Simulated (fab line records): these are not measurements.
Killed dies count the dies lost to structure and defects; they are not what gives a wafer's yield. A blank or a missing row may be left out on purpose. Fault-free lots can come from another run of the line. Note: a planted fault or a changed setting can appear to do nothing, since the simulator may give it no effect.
A sampling plan put to the test ; flow n5 finfet ; 35 faults told of in these records, all on one fab line, each judged by the records of the lots it struck
The line's own looks make up the plan; these are the steps of the route where a gauge or inspection reads the wafer and leaves it unchanged. A look can be judged if struck wafers have a number there and the file gives its usual mean and standard deviation on fault-free wafers. Caught: a look later than the fault's first step finds the struck wafers' mean 4 or more of those standard deviations (sigma) from the usual mean. On the tool: the fault's steps, tested the same way using the tool's own readings. Caught also covers a different recipe on the struck wafers, or a record left blank for those wafers only.

== THE FAULTS, as the simulator had put them in ==
1. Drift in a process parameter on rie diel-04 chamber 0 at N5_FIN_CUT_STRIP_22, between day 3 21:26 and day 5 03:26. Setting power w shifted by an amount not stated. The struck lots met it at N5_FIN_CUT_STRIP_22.
2. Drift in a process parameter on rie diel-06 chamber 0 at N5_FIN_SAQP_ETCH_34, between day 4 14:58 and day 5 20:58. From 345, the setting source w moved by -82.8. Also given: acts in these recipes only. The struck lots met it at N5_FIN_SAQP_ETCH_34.
3. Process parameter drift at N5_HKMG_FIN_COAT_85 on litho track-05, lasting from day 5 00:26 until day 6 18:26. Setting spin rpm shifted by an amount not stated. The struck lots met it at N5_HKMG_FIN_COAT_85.
4. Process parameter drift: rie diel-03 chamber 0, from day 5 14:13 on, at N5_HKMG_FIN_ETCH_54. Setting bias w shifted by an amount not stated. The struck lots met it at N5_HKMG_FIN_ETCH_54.
5. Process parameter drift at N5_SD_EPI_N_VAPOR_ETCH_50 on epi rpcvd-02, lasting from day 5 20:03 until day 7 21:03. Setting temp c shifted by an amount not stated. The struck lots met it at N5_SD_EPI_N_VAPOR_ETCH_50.
6. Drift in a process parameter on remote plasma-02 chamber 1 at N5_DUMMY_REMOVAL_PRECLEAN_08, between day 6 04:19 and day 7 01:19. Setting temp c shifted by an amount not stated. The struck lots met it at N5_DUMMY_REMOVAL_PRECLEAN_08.
7. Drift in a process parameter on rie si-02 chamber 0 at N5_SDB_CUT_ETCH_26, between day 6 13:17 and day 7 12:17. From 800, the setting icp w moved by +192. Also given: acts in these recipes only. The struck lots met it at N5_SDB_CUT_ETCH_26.
8. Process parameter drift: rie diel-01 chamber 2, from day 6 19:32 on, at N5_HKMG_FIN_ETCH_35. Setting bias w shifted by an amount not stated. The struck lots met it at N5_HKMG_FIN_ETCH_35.
9. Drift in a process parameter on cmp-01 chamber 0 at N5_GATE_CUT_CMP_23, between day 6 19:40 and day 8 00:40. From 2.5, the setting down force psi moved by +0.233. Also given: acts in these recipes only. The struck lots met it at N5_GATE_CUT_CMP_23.
10. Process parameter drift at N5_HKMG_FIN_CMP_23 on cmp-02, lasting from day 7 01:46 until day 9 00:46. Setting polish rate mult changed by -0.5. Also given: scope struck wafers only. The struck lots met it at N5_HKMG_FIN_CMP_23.
11. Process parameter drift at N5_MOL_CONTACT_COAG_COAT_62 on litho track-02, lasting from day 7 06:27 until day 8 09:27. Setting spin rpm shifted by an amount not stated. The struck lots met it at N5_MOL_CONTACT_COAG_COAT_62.
12. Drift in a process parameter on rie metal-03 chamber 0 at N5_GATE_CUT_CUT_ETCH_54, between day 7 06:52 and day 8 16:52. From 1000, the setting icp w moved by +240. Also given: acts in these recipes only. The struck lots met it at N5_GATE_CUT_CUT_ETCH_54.
13. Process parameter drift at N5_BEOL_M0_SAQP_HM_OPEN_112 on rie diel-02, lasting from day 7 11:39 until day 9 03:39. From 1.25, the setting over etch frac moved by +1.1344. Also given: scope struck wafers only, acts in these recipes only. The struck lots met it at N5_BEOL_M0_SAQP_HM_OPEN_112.
14. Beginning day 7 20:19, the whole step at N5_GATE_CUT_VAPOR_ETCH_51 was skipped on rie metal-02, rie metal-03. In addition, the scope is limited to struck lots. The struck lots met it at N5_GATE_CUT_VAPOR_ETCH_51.
15. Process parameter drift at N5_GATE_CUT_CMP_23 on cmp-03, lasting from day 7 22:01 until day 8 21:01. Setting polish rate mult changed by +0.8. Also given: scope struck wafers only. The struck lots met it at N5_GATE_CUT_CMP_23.
16. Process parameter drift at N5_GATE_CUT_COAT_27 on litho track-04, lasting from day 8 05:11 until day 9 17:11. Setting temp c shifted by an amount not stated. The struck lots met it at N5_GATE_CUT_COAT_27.
17. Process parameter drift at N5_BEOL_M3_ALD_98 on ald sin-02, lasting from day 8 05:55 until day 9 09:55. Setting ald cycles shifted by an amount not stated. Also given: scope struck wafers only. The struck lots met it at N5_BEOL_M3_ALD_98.
18. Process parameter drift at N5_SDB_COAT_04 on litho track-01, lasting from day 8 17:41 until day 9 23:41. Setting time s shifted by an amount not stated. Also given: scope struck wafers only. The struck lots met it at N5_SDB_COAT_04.
19. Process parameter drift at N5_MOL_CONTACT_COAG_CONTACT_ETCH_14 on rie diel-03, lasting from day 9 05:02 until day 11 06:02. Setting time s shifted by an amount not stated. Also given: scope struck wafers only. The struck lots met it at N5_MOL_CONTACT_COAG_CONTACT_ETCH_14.
20. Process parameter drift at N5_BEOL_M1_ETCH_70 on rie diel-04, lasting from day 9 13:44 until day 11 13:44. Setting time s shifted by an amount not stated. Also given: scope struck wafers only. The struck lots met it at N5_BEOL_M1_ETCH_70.
21. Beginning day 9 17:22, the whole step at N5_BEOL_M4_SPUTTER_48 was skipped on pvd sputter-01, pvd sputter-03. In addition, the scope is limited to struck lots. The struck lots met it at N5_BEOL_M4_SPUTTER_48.
22. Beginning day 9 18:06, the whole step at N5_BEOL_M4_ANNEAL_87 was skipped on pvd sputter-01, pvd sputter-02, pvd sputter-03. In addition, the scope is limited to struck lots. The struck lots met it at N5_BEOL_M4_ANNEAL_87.
23. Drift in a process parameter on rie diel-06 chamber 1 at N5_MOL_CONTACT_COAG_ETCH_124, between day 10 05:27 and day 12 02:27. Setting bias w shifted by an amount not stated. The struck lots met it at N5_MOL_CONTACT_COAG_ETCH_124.
24. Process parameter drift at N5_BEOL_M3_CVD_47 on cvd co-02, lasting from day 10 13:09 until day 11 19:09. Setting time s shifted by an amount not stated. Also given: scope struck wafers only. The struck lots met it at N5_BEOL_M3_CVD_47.
25. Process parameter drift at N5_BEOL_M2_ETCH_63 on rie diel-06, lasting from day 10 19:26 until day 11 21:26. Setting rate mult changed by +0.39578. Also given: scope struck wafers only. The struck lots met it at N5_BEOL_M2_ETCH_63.
26. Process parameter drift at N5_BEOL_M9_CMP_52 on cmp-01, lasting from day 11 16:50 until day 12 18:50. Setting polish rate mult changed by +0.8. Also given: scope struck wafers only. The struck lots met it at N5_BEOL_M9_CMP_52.
27. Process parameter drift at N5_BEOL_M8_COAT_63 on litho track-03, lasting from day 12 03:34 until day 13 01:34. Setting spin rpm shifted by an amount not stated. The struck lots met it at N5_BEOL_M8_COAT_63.
28. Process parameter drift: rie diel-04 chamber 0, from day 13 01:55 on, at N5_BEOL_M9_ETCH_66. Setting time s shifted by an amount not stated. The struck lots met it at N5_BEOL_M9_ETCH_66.
29. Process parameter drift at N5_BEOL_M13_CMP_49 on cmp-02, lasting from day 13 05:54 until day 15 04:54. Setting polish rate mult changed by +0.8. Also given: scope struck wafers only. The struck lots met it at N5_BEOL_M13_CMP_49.
30. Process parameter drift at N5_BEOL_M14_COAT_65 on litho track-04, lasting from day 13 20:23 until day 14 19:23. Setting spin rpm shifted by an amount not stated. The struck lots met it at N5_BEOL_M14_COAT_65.
31. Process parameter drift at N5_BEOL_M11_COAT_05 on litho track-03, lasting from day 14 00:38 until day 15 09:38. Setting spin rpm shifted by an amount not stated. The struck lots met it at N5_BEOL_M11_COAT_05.
32. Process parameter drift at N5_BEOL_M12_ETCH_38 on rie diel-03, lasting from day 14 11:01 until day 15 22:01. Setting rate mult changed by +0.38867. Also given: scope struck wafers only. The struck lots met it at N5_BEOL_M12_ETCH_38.
33. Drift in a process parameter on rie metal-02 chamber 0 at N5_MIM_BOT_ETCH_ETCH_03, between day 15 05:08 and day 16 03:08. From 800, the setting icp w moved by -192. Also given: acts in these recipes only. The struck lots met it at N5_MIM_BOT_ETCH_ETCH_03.
34. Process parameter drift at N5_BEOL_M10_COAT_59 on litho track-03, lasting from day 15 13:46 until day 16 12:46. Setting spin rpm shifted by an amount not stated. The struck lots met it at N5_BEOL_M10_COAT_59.
35. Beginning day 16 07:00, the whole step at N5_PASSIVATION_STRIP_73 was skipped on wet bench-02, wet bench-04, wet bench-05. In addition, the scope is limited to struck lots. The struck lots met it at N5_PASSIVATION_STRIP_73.

== WHAT THE PLAN SAW ==
fault;on the tool itself;first look that catches it;reading, sigma;median hours from its first step to that look;hours from the fault's start to the first struck lot there;judged looks passed uncaught
1;power w +76 sigma;not the one look that can be judged after it;-;-;-;1
2;rf fwd power W -85 sigma;not the one look that can be judged after it;-;-;-;1
3;spin speed rpm -30 sigma;not the one look that can be judged after it;-;-;-;1
4;bias w -74 sigma;not the one look that can be judged after it;-;-;-;1
5;susceptor temp C +42 sigma;N5_BEOL_M4_RC_MEAS_101;IOFF_N +11;135.3;136;0
6;only faintly: temp c +3.0 sigma;not the one look that can be judged after it;-;-;-;1
7;oes_o_777_au +16 sigma;not the one look that can be judged after it;-;-;-;1
8;bias w +19 sigma;not the one look that can be judged after it;-;-;-;1
9;head pressure psi +42 sigma;none of the 2 looks that can be judged after it;-;-;-;2
10;overpolish run s -99 or beyond sigma;not the one look that can be judged after it;-;-;-;1
11;spin speed rpm -99 or beyond sigma;not the one look that can be judged after it;-;-;-;1
12;rf fwd power W +38 sigma;not the one look that can be judged after it;-;-;-;1
13;under 2 sigma;not the one look that can be judged after it;-;-;-;1
14;the tool's record is blank for the struck wafers;not the one look that can be judged after it;-;-;-;1
15;time to endpoint s -4.1 sigma;not the one look that can be judged after it;-;-;-;1
16;plate temp C +43 sigma;not the one look that can be judged after it;-;-;-;1
17;under 2 sigma;not the one look that can be judged after it;-;-;-;1
18;run length s +99 or beyond sigma;not the one look that can be judged after it;strongest: IOFF_N at N5_BEOL_M4_RC_MEAS_101, +2.4;-;-;1
19;run length s -4.6 sigma;none of the 2 looks that can be judged after it;-;-;-;2
20;run length s -31 sigma;none of the 2 looks that can be judged after it;-;-;-;2
21;the tool's record is blank for the struck wafers;not the one look that can be judged after it;-;-;-;1
22;the tool's record is blank for the struck wafers;not the one look that can be judged after it;-;-;-;1
23;bias w +99 or beyond sigma;not the one look that can be judged after it;-;-;-;1
24;run length s +99 or beyond sigma;not the one look that can be judged after it;-;-;-;1
25;etch rf on time s -18 sigma;not the one look that can be judged after it;-;-;-;1
26;barrier field endpoint s -18 sigma;not the one look that can be judged after it;-;-;-;1
27;spin speed rpm -34 sigma;no look after it can be judged;-;-;-;0
28;run length s -47 sigma;no look after it can be judged;-;-;-;0
29;barrier field endpoint s -18 sigma;no look after it can be judged;-;-;-;0
30;spin speed rpm -46 sigma;no look after it can be judged;-;-;-;0
31;spin speed rpm -29 sigma;no look after it can be judged;-;-;-;0
32;only faintly: oes product au +3.7 sigma;no look after it can be judged;-;-;-;0
33;rf fwd power W -73 sigma;no look after it can be judged;-;-;-;0
34;spin speed rpm +99 or beyond sigma;no look after it can be judged;-;-;-;0
35;the tool's record is blank for the struck wafers;no look after it can be judged;-;-;-;0
Dash: fault not caught, or number not given in these records.

Caught at a look: 1 of 35. Caught on the tool: 31 of 35. By one or the other: 31 of 35.
Caught on the tool alone: faults 1, 2, 3, 4, 7, 8, 9, 10, 11, 12, 14, 15, 16, 18, 19, 20, 21, 22, 23, 24, 25, 26, 27, 28, 29, 30, 31, 33, 34, 35.
Caught by neither: faults 6, 13, 17, 32.

== THINNER SAMPLING ==
In the worst case, this is how late the first struck lot would be measured if the look that catches a fault measured only every second or every third lot, by lot number:
fault;struck lots at that look, in order of time;every lot;every second lot;every third lot
5;L126, L125;136 h;154 h;may miss all 2
Hours are from the fault's start to the first struck lot that is measured. Since the struck wafers were tested as one group against 4 sigma, a single lot by itself may lie under the limit. Other struck lots may not be in these records.

== THE LONGEST TIMED WAY FROM STEP TO LOOK ==
In fault 5, a median of 135.3 hours elapses between N5_SD_EPI_N_VAPOR_ETCH_50 and N5_BEOL_M4_RC_MEAS_101. No look between them can be judged.
